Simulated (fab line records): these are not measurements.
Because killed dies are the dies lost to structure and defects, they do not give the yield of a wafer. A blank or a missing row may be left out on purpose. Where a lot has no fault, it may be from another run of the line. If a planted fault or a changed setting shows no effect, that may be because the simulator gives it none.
fab line records ; flow n5-finfet ; part 2 of 2: steps 17 to 21 of 21
record lots=5; wafers=15; last-day=17
route steps=1938 shown FIN_SAQP@119
lots that met no fault: taken from a fault-free run of the same line
start-h: start of the lot's first displayed wafer, in hours after the record's first day ; wait-h: time in hours since the lot's previous step ; " as in the row above ; L1.1+2: one row covering several wafers at once ; - value missing, or start not given ; * or withheld: withheld ; < > ~ a bound
route shown NAME@n: a module of which the file shows steps, and the number in the route of the first ; usual: average and standard deviation across the fault-free wafers ; same: alike in all rows ; chamber/n: place in a boat ; sites: readings site by site ; _std_site: the values' standard deviation ; _edge_site: mean of outer sites minus mean of inner sites ; radius-mm: how far each site lies from the wafer's centre ; mask NAME#n: copy n ; behind: the tool/chamber that last shaped the wafer ; hold: what put the lot on hold/how long, in hours/how the hold closed ; device: names the non-switching transistor (n, p or np) ; end of line: tests of these same wafers at the route's end ; for a step that has no rows: nothing shown but its recipe ; killed: at the first sort, the dies lost to defects and structure; wafer yield is something else ; map: shows each die of a wafer: x if killed, . if not, _ if none is there
set.NAME: setting as actually run; set.NAME@STEP: the setting as run at that earlier step ; model.NAME: the simulator's own value behind a step, which no gauge read
certain route steps with their lots: each step a table, each wafer a row
services: when a tool's chamber went out of use (start-h, in hours from the record's first day, below 0 if earlier), for how many hours, and the reason
## steps
# step N5_FIN_SAQP_ETCH_67
# recipe chemistry=CH3F/O2; target=SiNx; target-depth-a=300; mask-material=SOC; pressure-mtorr=30; source-w=395; bias-w=73; Ar_flow_sccm=150; CH3F_flow_sccm=30; O2_flow_sccm=20; ion-energy-ev=120
# usual drypump-motor-current-A=5.8/0.58; mfc-ar-sccm=150.0/0.43; oes-product-au=0.76/0.072; rf-vpp-V=296/4.6; showerhead-plenum-p-Torr=1.98/0.055; throttle-valve-pct=16.33/0.14
lot.wafer;tool;chamber;start-h;wait-h;drypump-motor-current-A;mfc-ar-sccm;oes-product-au;rf-hours-counter-h;rf-vpp-V;showerhead-plenum-p-Torr;throttle-valve-pct
L078.3;rie-diel-06;1;49.09;0.0;5.8;149.9;0.67;212;294;2.05;16.32
L078.4;rie-diel-06;2;49.09;0.0;5.3;150.1;0.89;-;300;1.95;15.90
L078.5;rie-diel-06;0;49.09;0.0;6.4;149.6;0.76;-;287;1.93;16.45
L084.2;rie-diel-01;1;85.32;0.0;5.3;151.0;0.76;141;299;1.99;16.51
L084.4;rie-diel-01;0;85.32;0.0;6.2;149.9;0.69;225;292;1.89;16.25
L084.6;rie-diel-01;0;85.32;0.0;6.2;150.4;0.69;-;292;1.89;16.24
L087.1;rie-diel-06;2;104.88;0.0;5.3;150.1;0.88;38;301;1.94;15.96
L087.3;rie-diel-06;1;104.88;0.0;5.8;150.1;0.67;226;297;2.05;16.36
L087.6;rie-diel-06;0;104.88;0.0;6.4;150.2;0.75;-;289;1.92;16.49
L093.1;rie-diel-05;0;141.14;0.0;5.3;150.0;0.67;212;303;2.05;16.38
L093.5;rie-diel-05;3;141.14;0.0;6.7;149.5;0.73;-;289;1.90;16.50
L093.6;rie-diel-05;2;141.14;0.0;5.6;149.7;0.79;-;296;2.02;16.36
L095.1;rie-diel-05;0;151.35;0.0;5.3;149.0;0.68;216;303;2.05;16.39
L095.2;rie-diel-05;3;151.35;0.0;6.7;150.4;0.72;194;288;1.90;16.52
L095.3;rie-diel-05;2;151.35;0.0;5.6;150.1;0.78;128;297;2.02;16.37
# step N5_FIN_SAQP_STRIP_70
# recipe chemistry=N2/H2; power-w=500; temp-c=40; pressure-mtorr=50; rf-frequency-hz=6e+07; overash-fraction=0.3; bias-power-w=28; h2-frac=0.5; n2-flow-sccm=300; h2-flow-sccm=300
# usual drypump-motor-current-A=5.8/0.58; oes-product-au=0.76/0.069; rf-vpp-V=121.6/0.93; showerhead-plenum-p-Torr=3.33/0.094; temp-c=40.01/0.11; throttle-valve-pct=18.96/0.25
lot.wafer;tool;chamber;start-h;wait-h;drypump-motor-current-A;oes-product-au;rf-hours-counter-h;rf-vpp-V;showerhead-plenum-p-Torr;temp-c;throttle-valve-pct
L078.3;rie-diel-06;1;49.13;0.0;5.8;0.69;212;122.8;3.48;39.98;19.19
L078.4;rie-diel-06;2;49.13;0.0;5.3;0.91;-;121.0;3.30;39.99;18.58
L078.5;rie-diel-06;0;49.13;0.0;6.4;0.77;-;120.7;3.25;40.06;18.72
L084.2;rie-diel-01;1;85.36;0.0;5.3;0.75;141;121.4;3.36;39.90;18.88
L084.4;rie-diel-01;0;85.36;0.0;6.2;0.69;225;121.5;3.20;40.04;19.46
L084.6;rie-diel-01;0;85.36;0.0;6.2;0.69;-;120.1;3.20;39.94;19.45
L087.1;rie-diel-06;2;104.92;0.0;5.3;0.88;38;120.5;3.29;40.02;18.59
L087.3;rie-diel-06;1;104.92;0.0;5.8;0.68;226;122.4;3.47;40.10;19.22
L087.6;rie-diel-06;0;104.92;0.0;6.4;0.76;-;122.4;3.24;40.13;18.72
L093.1;rie-diel-05;0;141.18;0.0;5.3;0.68;212;121.3;3.48;40.06;19.11
L093.5;rie-diel-05;3;141.18;0.0;6.7;0.73;-;122.3;3.20;40.08;19.14
L093.6;rie-diel-05;2;141.18;0.0;5.6;0.79;-;121.1;3.36;40.00;18.73
L095.1;rie-diel-05;0;151.39;0.0;5.3;0.69;216;122.4;3.48;39.79;19.10
L095.2;rie-diel-05;3;151.39;0.0;6.7;0.73;194;121.5;3.19;40.04;19.15
L095.3;rie-diel-05;2;151.39;0.0;5.6;0.79;128;121.0;3.35;39.96;18.74
# step N5_FIN_SAQP_RECESS_71
# recipe chemistry=HF/NH3; target=SiO2; target-depth-a=30; afs-cycles=1; temp-c=30; sublimation-temp-c=180; sublimation-time-s=60
# usual drypump-motor-current-A=5.5/0.42; temp-c=29.99/0.12
lot.wafer;tool;chamber;start-h;wait-h;drypump-motor-current-A;temp-c
L078.3;vapor-etch-02;1;49.23;0.1;5.1;29.97
L078.4;vapor-etch-02;0;49.23;0.1;5.7;29.91
L078.5;vapor-etch-02;0;49.23;0.1;5.7;29.86
L084.2;vapor-etch-02;1;85.42;0.0;5.1;29.89
L084.4;vapor-etch-02;1;85.42;0.0;5.1;29.74
L084.6;vapor-etch-02;1;85.42;0.0;5.1;29.86
L087.1;vapor-etch-01;1;104.99;0.0;6.2;29.94
L087.3;vapor-etch-01;1;104.99;0.0;6.2;29.90
L087.6;vapor-etch-01;1;104.99;0.0;6.3;29.92
L093.1;vapor-etch-02;1;141.24;0.0;5.2;29.85
L093.5;vapor-etch-02;0;141.24;0.0;5.7;29.82
L093.6;vapor-etch-02;1;141.24;0.0;5.2;29.93
L095.1;vapor-etch-02;1;151.46;0.0;5.1;29.85
L095.2;vapor-etch-02;0;151.46;0.0;5.7;29.91
L095.3;vapor-etch-02;0;151.46;0.0;5.7;29.87
# step N5_FIN_SAQP_SPACER2_ALD_28
# recipe material=SiO2; target-thk-a=81; temp-c=300; ald-precursor-family=BDEAS; ald-co-reactant=O2-plasma; pulse-time-s=1; purge-time-s=2; co-reactant-purge-time-s=2; pressure-torr=2
# usual heater-power-w=461/46; precursor-pulse-height-rel=0.999/0.021
# same pulse-time-s=1
lot.wafer;tool;chamber;start-h;wait-h;heater-power-w;precursor-pulse-height-rel
L078.3;ald-sin-02;0;49.73;0.5;517;0.999
L078.4;ald-sin-02;3;49.73;0.5;404;0.986
L078.5;ald-sin-02;1;49.73;0.5;493;1.037
L084.2;ald-sin-03;1;86.08;0.6;488;0.999
L084.4;ald-sin-03;3;86.08;0.6;558;0.972
L084.6;ald-sin-03;2;86.08;0.6;404;1.018
L087.1;ald-sin-03;1;105.13;0.1;500;1.000
L087.3;ald-sin-03;3;105.13;0.1;546;0.994
L087.6;ald-sin-03;3;105.13;0.1;546;1.009
L093.1;ald-sin-03;2;141.64;0.4;399;1.007
L093.5;ald-sin-03;3;141.64;0.4;538;0.993
L093.6;ald-sin-03;0;141.64;0.4;429;0.986
L095.1;ald-sin-01;0;151.82;0.3;398;1.033
L095.2;ald-sin-01;2;151.82;0.3;440;1.011
L095.3;ald-sin-01;1;151.82;0.3;478;1.003
# step N5_FIN_SAQP_SPACER2_ETCHBACK_29
# recipe chemistry=CHF3/O2; mode=anisotropic-etchback; target=SiO2; target-depth-a=122; time-s=6.1; pressure-mtorr=30; source-w=650; bias-w=170; Ar_flow_sccm=200; CHF3_flow_sccm=50; O2_flow_sccm=5; ion-energy-ev=200
# usual drypump-motor-current-A=5.9/0.56; mfc-ar-sccm=200.0/0.59; oes-product-au=0.76/0.076; rf-vpp-V=520/8.4; showerhead-plenum-p-Torr=2.39/0.067; throttle-valve-pct=18.86/0.15
lot.wafer;tool;chamber;start-h;wait-h;drypump-motor-current-A;mfc-ar-sccm;oes-product-au;rf-hours-counter-h;rf-vpp-V;showerhead-plenum-p-Torr;throttle-valve-pct
L078.3;rie-diel-01;2;50.18;0.3;6.7;200.1;0.80;121;524;2.41;18.69
L078.4;rie-diel-01;0;50.18;0.3;6.2;199.5;0.70;-;514;2.30;18.75
L078.5;rie-diel-01;2;50.18;0.3;6.7;200.0;0.80;-;528;2.41;18.69
L084.2;rie-diel-05;0;86.41;0.2;5.3;199.1;0.69;192;534;2.47;18.83
L084.4;rie-diel-05;3;86.41;0.2;6.7;200.3;0.74;171;509;2.30;19.02
L084.6;rie-diel-05;0;86.41;0.2;5.2;199.0;0.68;-;534;2.47;18.83
L087.1;rie-diel-06;3;105.54;0.3;4.8;200.3;0.79;107;510;2.33;18.76
L087.3;rie-diel-06;1;105.54;0.3;5.8;200.7;0.66;226;521;2.46;18.88
L087.6;rie-diel-06;0;105.54;0.3;6.4;199.7;0.75;-;508;2.32;19.05
L093.1;rie-diel-06;2;141.97;0.2;5.3;200.2;0.85;50;531;2.34;18.53
L093.5;rie-diel-06;1;141.97;0.2;5.8;199.3;0.65;-;519;2.46;18.87
L093.6;rie-diel-06;0;141.97;0.2;6.5;200.3;0.75;-;506;2.32;19.08
L095.1;rie-diel-06;2;152.14;0.2;5.3;200.1;0.85;54;532;2.34;18.53
L095.2;rie-diel-06;3;152.14;0.2;4.8;200.2;0.78;123;511;2.32;18.79
L095.3;rie-diel-06;1;152.14;0.2;5.8;200.9;0.66;243;521;2.46;18.89
## services
tool;chamber;start-h;hours;kind
rie-diel-05;3;37.37;5.1;repair
rie-diel-01;1;47.72;5.8;repair
rie-diel-06;3;48.71;11.7;repair
ald-sin-01;3;49.59;6.7;repair
ald-sin-02;0;50.67;7.0;repair
rie-diel-06;-;52.18;15.6;pm
vapor-etch-02;-;59.22;0.4;repair
ald-sin-01;2;68.45;16.5;repair
rie-si-05;0;72.29;-;clean
rie-si-05;0;72.29;12.0;scheduled-down
rie-si-05;0;72.29;12.0;vent-cycle
wet-bench-01;-;77.06;1.2;repair
rie-diel-06;1;78.17;4.5;repair
ald-sin-01;-;85.25;14.0;pm
rie-diel-05;-;88.48;0.2;repair
vapor-etch-01;-;102.10;1.6;repair
rie-diel-05;2;106.14;16.1;repair
ald-sin-01;2;109.21;3.2;repair
rie-si-02;0;110.44;-;clean
rie-si-02;0;110.44;14.5;scheduled-down
rie-si-02;0;110.44;14.5;vent-cycle
rie-si-03;-;110.53;2.8;pm
rie-diel-05;1;116.27;3.7;repair
rie-diel-06;2;128.59;2.3;repair
